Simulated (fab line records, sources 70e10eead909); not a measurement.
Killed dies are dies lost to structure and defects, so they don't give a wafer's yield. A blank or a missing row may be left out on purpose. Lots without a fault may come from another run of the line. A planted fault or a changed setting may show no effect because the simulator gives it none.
fab line records | flow nand_harc | part 2 of 2: steps 5 to 6 of 6
record lots=22 wafers=66 last_day=33
route steps=1302 shown A_STAIRCASE@650
lots that met no fault: from a run of the same line without faults
start_h: hours from the record's first day to the start of the lot's first wafer shown | wait_h: hours since the lot's step before | " the same as in the row above | L1.1+2: a row that stands for several wafers | - no value, or no start given | * or withheld: withheld | < > ~ a bound
route shown NAME@n: a module of which the file shows steps, and the number in the route of the first | usual: mean/standard deviation of fault-free wafers | same: alike in all rows | chamber/n: place in a boat | sites: the reading at each site | _std_site: their standard deviation | _edge_site: outer sites' mean less inner sites' | radius_mm: how far each site lies from the wafer's centre | mask NAME#n: copy n | behind: the tool/chamber that last shaped the wafer | hold: why the lot was held/for how many hours/how that ended | device: the transistor (n, p or np) that didn't switch | end of line: the same wafers' tests at the end of the route | a step without rows: its recipe alone | killed: dies lost to structure and defects at the first sort, not the wafer's yield | map: a wafer's dies, x killed, . not, _ none there
set.NAME: the setting as run; set.NAME@STEP: as run at that earlier step | model.NAME: the simulator's own value behind a step, which no gauge read
steps of the route over a sample of lots; a table a step, a row a wafer
services: from which hour (start_h, from the record's first day; less than 0 if before it) a tool's chamber was out of use, for how many hours, and why
## steps
# step NHARC_A_STAIRCASE_TRIM_196
# recipe time_s=211.2 o2_flow_sccm=500 ar_flow_sccm=0 bias_w=0 chemistry=O2
# usual drypump_motor_current_A=5.7/0.37 mfc_ar_sccm=0.002/0.0033 oes_product_au=1.002/0.0097 rf_vpp_V=57.8/0.84 showerhead_plenum_p_Torr=3.58/0.16 throttle_valve_pct=17.036/0.0093
# columns lot.wafer tool chamber start_h wait_h drypump_motor_current_A mfc_ar_sccm oes_product_au rf_hours_counter_h rf_vpp_V showerhead_plenum_p_Torr throttle_valve_pct
L074.3 rie_diel-12 3 350.05 0.1 5.6 0.009 0.990 20 59.2 3.61 17.040
L074.1 " 0 " " 6.3 0 1.010 18 57.7 3.80 17.025
L074.5 " 3 " " 5.6 0.009 0.996 - 58.1 3.61 17.023
L075.4 rie_diel-12 3 360.56 0.1 5.6 0.009 0.990 23 59.2 3.60 17.040
L075.2 " 1 " " 5.8 0.006 1.011 21 58.7 3.73 17.030
L075.5 " 2 " " 5.3 0.001 1.001 - 57.5 3.46 17.039
L076.4 rie_diel-04 0 369.49 0.1 6.7 0 1.009 0 58.8 3.81 17.026
L076.6 " 0 " " 6.7 0 0.996 - 58.1 3.81 17.039
L076.5 " 1 " " 5.8 0 1.012 - 55.8 3.49 17.037
L077.2 rie_diel-12 1 395.90 0.1 5.8 0.006 1.003 30 59.2 3.73 17.034
L077.3 " 3 " " 5.7 0.009 0.989 33 57.3 3.60 17.062
L077.6 " 0 " " 6.3 0 0.995 - 59.3 3.79 17.032
L078.3 rie_diel-01 2 403.37 0.1 5.9 0.005 1.006 3 56.9 3.50 17.035
L078.1 " 3 " " 5.8 0 0.996 3 58.6 3.35 17.036
L078.6 " 0 " " 5.7 0 1.003 - 58.3 3.58 17.040
L079.4 rie_diel-01 2 409.37 0.1 5.9 0.005 0.996 6 56.5 3.50 17.028
L079.1 " 3 " " 5.8 0 1.002 6 58.3 3.35 17.028
L079.2 " 1 " " 5.6 0 1.013 8 59.9 3.67 17.042
L080.3 rie_diel-01 2 409.57 0.2 5.9 0.005 0.996 6 58.5 3.50 17.029
L080.5 " 3 " " 5.8 0 1.006 - 57.5 3.35 17.055
L080.6 " 0 " " 5.7 0 1.000 - 56.8 3.57 17.051
L081.4 rie_diel-12 3 422.58 0.1 5.7 0.009 0.990 41 59.1 3.59 17.042
L081.1 " 1 " " 5.8 0.006 1.012 40 57.9 3.72 17.026
L081.6 " 2 " " 5.3 0.001 0.997 - 58.4 3.45 17.033
L083.1 rie_diel-01 3 455.76 0.1 5.8 0 1.012 19 59.3 3.35 17.041
L083.4 " 1 " " 5.6 0 1.011 24 56.7 3.66 17.040
L083.5 " 2 " " 5.9 0.005 0.988 - 56.6 3.49 17.030
L082.2 rie_diel-04 3 456.50 0.1 5.5 0 1.012 26 56.4 3.29 17.023
L082.1 " 1 " " 5.8 0 1.012 28 57.8 3.48 17.027
L082.5 " 2 " " 5.1 0 1.011 - 57.1 3.76 17.042
L085.4 rie_diel-12 3 470.12 0.1 5.6 0.009 0.995 3 57.9 3.59 17.048
L085.1 " 1 " " 5.8 0.006 1.001 4 58.8 3.71 17.051
L085.6 " 3 " " 5.7 0.009 1.010 - 56.8 3.59 17.039
L086.2 rie_diel-12 1 477.05 0.1 5.8 0.006 0.997 9 56.4 3.71 17.055
L086.4 " 2 " " 5.3 0.001 0.993 6 58.3 3.45 17.041
L086.6 " 0 " " 6.3 0 0.996 - 58.1 3.78 17.041
L087.4 rie_diel-01 3 488.04 0.1 5.8 0 1.007 35 58.0 3.34 17.041
L087.1 " 0 " " 5.7 0 1.004 39 58.2 3.56 17.040
L087.5 " 2 " " 5.9 0.005 0.985 - 58.4 3.48 17.036
L089.4 rie_diel-12 1 514.82 0.1 5.8 0.006 0.998 17 58.8 3.71 17.034
L089.1 " 2 " " 5.3 0.001 0.988 16 56.8 3.44 17.038
L089.2 " 0 " " 6.3 0 0.993 14 58.1 3.77 17.023
L090.3 rie_diel-12 0 514.96 0.2 6.3 0 0.989 14 57.7 3.77 17.023
L090.2 " 1 " " 5.8 0.006 1.000 18 57.4 3.71 17.043
L090.5 " 0 " " 6.3 0 1.004 - 59.8 3.77 17.036
L088.1 rie_diel-12 1 518.36 0.1 5.8 0.006 0.995 19 58.5 3.71 17.034
L088.4 " 2 " " 5.4 0.001 0.979 17 57.7 3.44 17.049
L088.6 " 0 " " 6.3 0 0.990 - 57.4 3.77 17.028
L092.3 rie_diel-04 3 527.82 0.1 5.5 0 1.013 44 57.7 3.28 17.031
L092.2 " 1 " " 5.8 0 1.015 42 57.3 3.47 17.029
L092.5 " 0 " " 6.7 0 1.021 - 57.7 3.78 17.042
L091.4 rie_diel-01 3 529.15 0.1 5.8 0 0.997 52 57.6 3.33 17.033
L091.6 " 3 " " 5.8 0 1.009 - 56.1 3.33 17.025
L091.5 " 0 " " 5.7 0 1.013 - 56.9 3.55 17.018
L093.1 rie_diel-01 3 536.81 0.1 5.8 0 1.000 54 55.9 3.33 17.044
L093.4 " 1 " " 5.6 0 1.016 53 57.9 3.64 17.042
L093.6 " 0 " " 5.7 0 1.006 - 58.4 3.55 17.038
L095.3 rie_diel-12 3 576.01 0.1 5.6 0.009 0.998 33 57.8 3.57 17.041
L095.1 " 1 " " 5.8 0.006 0.996 38 58.6 3.69 17.044
L095.6 " 2 " " 5.3 0.001 0.992 - 57.1 3.43 17.031
L094.2 rie_diel-04 2 576.15 0.1 5.2 0 1.002 10 57.4 3.74 17.016
L094.3 " 1 " " 5.7 0 1.008 8 57.7 3.47 17.031
L094.5 " 2 " " 5.2 0 0.996 - 57.8 3.74 17.042
L096.2 rie_diel-12 0 585.40 0.1 6.3 0 1.007 29 58.0 3.76 17.038
L096.5 " 2 " " 5.3 0.001 1.010 - 56.4 3.43 17.033
L096.6 " 3 " " 5.6 0.009 1.005 - 57.4 3.57 17.039
# step NHARC_A_STAIRCASE_TRIM_200
# recipe time_s=211.2 o2_flow_sccm=500 ar_flow_sccm=0 bias_w=0 chemistry=O2
# usual drypump_motor_current_A=5.8/0.38 mfc_ar_sccm=0.002/0.0033 oes_product_au=1.003/0.01 rf_vpp_V=58.0/0.94 showerhead_plenum_p_Torr=3.59/0.15 throttle_valve_pct=17.036/0.0089
# columns lot.wafer tool chamber start_h wait_h drypump_motor_current_A mfc_ar_sccm oes_product_au rf_hours_counter_h rf_vpp_V showerhead_plenum_p_Torr throttle_valve_pct
L074.3 rie_diel-12 3 - - 5.7 0.009 0.994 20 58.5 3.61 17.037
L074.1 " 0 " " 6.3 0 1.025 18 57.4 3.80 17.048
L074.5 " 2 " " 5.3 0.001 0.996 - 58.3 3.47 17.044
L075.2 rie_diel-12 3 - - 5.6 0.009 0.989 24 58.5 3.60 17.046
L075.4 " 2 " " 5.3 0.001 1.000 23 57.4 3.46 17.038
L075.5 " 0 " " 6.3 0 1.015 - 58.7 3.80 17.048
L076.4 rie_diel-04 1 - - 5.8 0 1.012 0 56.5 3.49 17.045
L076.6 " 1 " " 5.8 0 1.006 - 58.5 3.49 17.047
L076.5 " 2 " " 5.1 0 1.005 - 57.8 3.78 17.043
L077.3 rie_diel-12 3 - - 5.7 0.009 1.004 33 58.2 3.60 17.039
L077.2 " 0 " " 6.3 0 1.020 31 57.9 3.79 17.024
L077.6 " 0 " " 6.3 0 1.020 - 59.1 3.79 17.036
L078.3 rie_diel-01 1 - - 5.6 0 1.024 5 59.4 3.67 17.026
L078.1 " 0 " " 5.7 0 1.001 6 57.6 3.58 17.023
L078.6 " 2 " " 5.9 0.005 0.995 - 57.7 3.50 17.040
L079.4 rie_diel-01 1 - - 5.6 0 1.016 8 58.9 3.67 17.046
L079.2 " 2 " " 5.9 0.005 1.003 7 58.3 3.50 17.035
L079.1 " 0 " " 5.7 0 1.013 8 59.3 3.57 17.035
L080.3 rie_diel-01 3 - - 5.8 0 1.004 7 58.0 3.35 17.045
L080.5 " 2 " " 5.9 0.005 0.993 - 58.2 3.50 17.040
L080.6 " 3 " " 5.8 0 1.002 - 56.1 3.35 17.040
L081.1 rie_diel-12 2 - - 5.3 0.001 1.006 41 57.5 3.45 17.037
L081.4 " 1 " " 5.8 0.006 1.013 41 57.9 3.72 17.030
L081.6 " 3 " " 5.7 0.009 1.000 - 57.5 3.59 17.042
L083.1 rie_diel-01 3 - - 5.8 0 1.002 19 57.6 3.35 17.050
L083.4 " 2 " " 5.9 0.005 0.984 21 57.9 3.49 17.038
L083.5 " 0 " " 5.7 0 1.005 - 56.7 3.57 17.045
L082.1 rie_diel-04 1 - - 5.7 0 1.013 28 58.4 3.48 17.040
L082.2 " 3 " " 5.5 0 1.008 26 56.5 3.29 17.031
L082.5 " 3 " " 5.5 0 1.002 - 57.6 3.29 17.021
L085.4 rie_diel-12 0 - - 6.3 0 1.017 4 60.0 3.78 17.028
L085.1 " 1 " " 5.8 0.006 1.007 4 58.4 3.71 17.021
L085.6 " 0 " " 6.3 0 1.004 - 57.5 3.78 17.032
L086.2 rie_diel-12 1 - - 5.8 0.006 1.006 9 56.6 3.71 17.042
L086.4 " 2 " " 5.3 0.001 0.996 6 57.6 3.45 17.037
L086.6 " 2 " " 5.3 0.001 0.993 - 57.7 3.45 17.043
L087.4 rie_diel-01 3 - - 5.8 0 1.001 36 57.3 3.34 17.048
L087.1 " 0 " " 5.7 0 1.000 39 57.5 3.56 17.044
L087.5 " 2 " " 5.9 0.005 0.974 - 58.1 3.48 17.048
L089.2 rie_diel-12 1 - - 5.8 0.006 1.007 18 58.2 3.71 17.018
L089.1 " 2 " " 5.3 0.001 0.982 16 58.1 3.44 17.037
L089.4 " 3 " " 5.7 0.009 0.993 15 57.2 3.58 17.036
L090.2 rie_diel-12 2 - - 5.3 0.001 0.981 16 57.2 3.44 17.040
L090.3 " 3 " " 5.7 0.009 0.999 15 57.2 3.58 17.032
L090.5 " 2 " " 5.3 0.001 0.987 - 58.1 3.44 17.031
L088.4 rie_diel-12 3 - - 5.7 0.009 0.998 16 58.1 3.58 17.036
L088.1 " 1 " " 5.8 0.006 0.985 19 57.8 3.70 17.034
L088.6 " 3 " " 5.7 0.009 0.994 - 56.8 3.58 17.033
L092.2 rie_diel-04 0 - - 6.7 0 1.016 50 56.9 3.78 17.041
L092.3 " 1 " " 5.8 0 1.020 42 59.8 3.47 17.029
L092.5 " 1 " " 5.8 0 1.023 - 57.4 3.47 17.028
L091.4 rie_diel-01 2 - - 5.9 0.005 1.004 46 59.0 3.48 17.033
L091.5 " 0 " " 5.7 0 1.010 - 57.2 3.55 17.041
L091.6 " 1 " " 5.6 0 1.020 - 58.1 3.64 17.029
L093.4 rie_diel-01 2 - - 5.9 0.005 0.986 48 58.2 3.47 17.026
L093.1 " 3 " " 5.8 0 1.011 55 56.3 3.33 17.033
L093.6 " 2 " " 5.9 0.005 0.992 - 56.9 3.47 17.045
L095.3 rie_diel-12 0 - - 6.3 0 1.008 27 59.0 3.76 17.030
L095.1 " 2 " " 5.3 0.001 0.986 37 57.6 3.43 17.036
L095.6 " 0 " " 6.3 0 1.010 - 58.6 3.76 17.027
L094.2 rie_diel-04 3 - - 5.5 0 1.005 13 57.4 3.80 17.030
L094.3 " 0 " " 6.6 0 1.007 11 58.6 3.77 17.045
L094.5 " 3 " " 5.5 0 1.006 - 58.6 3.80 17.040
L096.2 rie_diel-12 1 - - 5.8 0.006 0.997 41 57.3 3.69 17.045
L096.6 " 3 " " 5.6 0.009 1.010 - 57.3 3.57 17.030
L096.5 " 0 " " 6.3 0 1.012 - 57.9 3.76 17.036
## services
# columns tool chamber start_h hours kind
rie_diel-12 0 328.01 - clean
rie_diel-12 1 328.01 - clean
rie_diel-12 2 328.01 - clean
rie_diel-12 3 328.01 - clean
plasma_asher-01 - 342.00 9.0 pm
rie_diel-04 0 344.27 10.1 repair
rie_diel-12 0 352.51 - clean
rie_diel-12 1 352.51 - clean
rie_diel-04 - 358.78 9.0 pm
rie_diel-01 - 383.99 9.0 pm
rie_diel-01 0 404.83 2.1 repair
rie_diel-12 - 407.18 1.1 repair
rie_diel-12 3 411.25 2.0 repair
rie_diel-12 2 417.94 1.3 repair
plasma_asher-02 - 426.03 9.0 pm
rie_diel-12 - 446.86 9.0 pm
plasma_asher-01 - 465.89 6.1 repair
rie_diel-04 - 486.02 0.6 repair
rie_diel-12 0 490.37 19.8 repair
plasma_asher-01 - 519.00 9.0 pm
rie_diel-04 - 535.83 9.0 pm
rie_diel-01 1 558.22 4.2 repair
rie_diel-01 - 560.99 9.0 pm
rie_diel-12 1 571.07 4.2 repair
